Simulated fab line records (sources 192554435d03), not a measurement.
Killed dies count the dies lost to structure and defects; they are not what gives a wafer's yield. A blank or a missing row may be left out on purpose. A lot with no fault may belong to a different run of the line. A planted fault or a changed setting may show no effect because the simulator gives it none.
Chamber matching || flow n5_finfet || 4 sister chambers for N5_HKMG_FIN_CMP_94 on cmp-03
The step polishes, stops on SiNx, t overpolish 4.7 s, target thk 43.299 nm. 14 wafers are shown with their chamber, then 7 later ones without.

== WAFERS, EACH WITH ITS CHAMBER ==
{"wafer": "L076.4", "chamber": 3, "slurry_filter_dp_kPa (kPa)": 13.34, "motor_current_A (A)": 13.6}
{"wafer": "L076.5", "chamber": 1, "slurry_filter_dp_kPa (kPa)": 13.65, "motor_current_A (A)": 13.9}
{"wafer": "L076.6", "chamber": 2, "slurry_filter_dp_kPa (kPa)": 13.47, "motor_current_A (A)": 12.3}
{"wafer": "L080.3", "chamber": 1, "slurry_filter_dp_kPa (kPa)": 13.41, "motor_current_A (A)": 13.5}
{"wafer": "L080.4", "chamber": 3, "slurry_filter_dp_kPa (kPa)": 13.52, "motor_current_A (A)": 12.2}
{"wafer": "L080.5", "chamber": 0, "slurry_filter_dp_kPa (kPa)": 13.56, "motor_current_A (A)": 12.0}
{"wafer": "L082.3", "chamber": 3, "slurry_filter_dp_kPa (kPa)": 13.50, "motor_current_A (A)": 12.6}
{"wafer": "L082.5", "chamber": 2, "slurry_filter_dp_kPa (kPa)": 13.50, "motor_current_A (A)": 12.8}
{"wafer": "L082.6", "chamber": 3, "slurry_filter_dp_kPa (kPa)": 13.42, "motor_current_A (A)": 13.4}
{"wafer": "L088.4", "chamber": 3, "slurry_filter_dp_kPa (kPa)": 13.44, "motor_current_A (A)": 13.2}
{"wafer": "L088.5", "chamber": 3, "slurry_filter_dp_kPa (kPa)": 13.34, "motor_current_A (A)": 13.2}
{"wafer": "L088.6", "chamber": 0, "slurry_filter_dp_kPa (kPa)": 13.60, "motor_current_A (A)": 12.4}
{"wafer": "L091.2", "chamber": 1, "slurry_filter_dp_kPa (kPa)": 13.75, "motor_current_A (A)": 11.8}
{"wafer": "L091.4", "chamber": 3, "slurry_filter_dp_kPa (kPa)": 13.20, "motor_current_A (A)": 12.7}

SIGNATURES (means of the wafers above)
{"reading": "slurry_filter_dp_kPa", "chamber 0": 13.5800, "chamber 1": 13.6033, "chamber 2": 13.4850, "chamber 3": 13.3943, "scatter within a chamber": 0.116}
{"reading": "motor_current_A", "chamber 0": 12.200, "chamber 1": 13.067, "chamber 2": 12.550, "chamber 3": 12.986, "scatter within a chamber": 0.647}
Rule: for each reading, subtract the chamber's mean from the wafer's reading, divide by that reading's scatter and square the result; add these up over the readings and take the root, which gives the wafer's distance from the chamber. If the next closest chamber is less than 2 further off than the closest, the wafer can't be placed; otherwise it belongs to the closest. The scatter is the square root of a quotient: the sum, over the shown wafers, of each reading's squared deviation from its chamber's mean, divided by wafers minus chambers.

== WAFERS WITH NO CHAMBER GIVEN ==
{"wafer": "L091.6", "slurry_filter_dp_kPa (kPa)": 13.29, "motor_current_A (A)": 13.1}
{"wafer": "L095.2", "slurry_filter_dp_kPa (kPa)": 13.26, "motor_current_A (A)": 11.7}
{"wafer": "L095.5", "slurry_filter_dp_kPa (kPa)": 13.39, "motor_current_A (A)": 12.1}
{"wafer": "L095.6", "slurry_filter_dp_kPa (kPa)": 13.39, "motor_current_A (A)": 12.9}
{"wafer": "L096.2", "slurry_filter_dp_kPa (kPa)": 13.38, "motor_current_A (A)": 12.2}
{"wafer": "L096.4", "slurry_filter_dp_kPa (kPa)": 13.74, "motor_current_A (A)": 12.2}
{"wafer": "L096.5", "slurry_filter_dp_kPa (kPa)": 13.72, "motor_current_A (A)": 12.8}

== EACH ONE'S CHAMBER ==
{"wafer": "L091.6", "from the rows above": "can't be placed: 3 or 2 or 1 or 0", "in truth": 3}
{"wafer": "L095.2", "from the rows above": "can't be placed: 3 or 2 or 0 or 1", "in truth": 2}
{"wafer": "L095.5", "from the rows above": "can't be placed: 2 or 3 or 0 or 1", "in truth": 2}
{"wafer": "L095.6", "from the rows above": "can't be placed: 3 or 2 or 1 or 0", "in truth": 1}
{"wafer": "L096.2", "from the rows above": "can't be placed: 2 or 3 or 0 or 1", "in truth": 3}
{"wafer": "L096.4", "from the rows above": "can't be placed: 0 or 1 or 2 or 3", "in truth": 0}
{"wafer": "L096.5", "from the rows above": "can't be placed: 1 or 0 or 2 or 3", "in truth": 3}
Placed correctly: 0 of 7. Cannot be placed on the basis of these rows: 7; the candidates contain the true chamber in 7. 0 placed wrongly.
